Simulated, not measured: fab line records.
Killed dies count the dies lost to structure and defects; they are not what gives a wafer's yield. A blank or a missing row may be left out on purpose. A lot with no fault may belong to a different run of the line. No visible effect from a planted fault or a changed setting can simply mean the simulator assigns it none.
Which tool did it?    flow nand-harc    21 wafers from 7 lots sampled at 3 of the route's 1159 steps

== WHAT THE GAUGES READ, wafer by wafer ==
NHARC_THIN_TSV_THK_MEAS_02: measures by ir.
lot   measured      on             thk-nm (nm)
L960  day 21 15:37  film-metro-01  2894 2914 3300
L963  day 21 18:02  film-metro-01  2654 2777 3086
L964  day 21 21:33  film-metro-02  2791 2700 2584
L974  day 22 23:47  film-metro-01  2860 2873 2765
L976  day 23 06:21  film-metro-02  2886 3053 3275
L977  day 23 12:19  film-metro-01  2738 2616 2831
L979  day 24 05:47  film-metro-01  2984 2642 3008

== EACH LOT AND THE TOOL THAT RAN IT (in order: tool; ch and the chambers of the sampled wafers; start) ==
lot   NHARC_A_M1_CMP_23              NHARC_A_M1_PRE_CLEAN_32
L960  cmp-03 ch 0,3, day 18 02:54    pecvd-01 ch 0,1,2, day 18 03:26
L963  cmp-02 ch 1,2,3, day 18 12:09  pecvd-04 ch 0,2, day 18 12:43
L964  cmp-03 ch 0,2, day 19 16:29    pecvd-02 ch 1,2, day 19 17:00
L974  cmp-02 ch 0,1,2, day 22 06:51  pecvd-01 ch 0,1, day 22 07:22
L976  cmp-03 ch 1,2,3, day 22 11:52  pecvd-04 ch 0,1,2, day 22 12:19
L977  cmp-03 ch 0,1,3, day 22 16:37  pecvd-04 ch 0,1,2, day 22 17:47
L979  cmp-03 ch 0,2,3, day 23 09:35  pecvd-04 ch 1,2, day 23 10:04
- NHARC_A_M1_CMP_23: polishes, t overpolish 20 s, target thk 154.34 nm.
- NHARC_A_M1_PRE_CLEAN_32: time 12 s.

== THE ANSWER, worked out from the rows above alone ==
Rule: usual is defined by the lots themselves. The widest of any qualifying gaps counts: lots, ordered by their means at a reading, are off when they make up no more than a third of the lots, leave a main group of 4 or more, and stand apart from it by 3 or more times the standard deviation of that group's means. The tables above print the reading to a certain number of digits; a main group whose means all agree to those digits is not used. Also off: a lot with no number at a reading for which 4 or more lots have one. All remaining lots with rows at the step are treated as sound.
Nothing can be told from this: no lot is off at any reading shown.

== WHAT WAS PUT IN BY THE SIMULATOR ==
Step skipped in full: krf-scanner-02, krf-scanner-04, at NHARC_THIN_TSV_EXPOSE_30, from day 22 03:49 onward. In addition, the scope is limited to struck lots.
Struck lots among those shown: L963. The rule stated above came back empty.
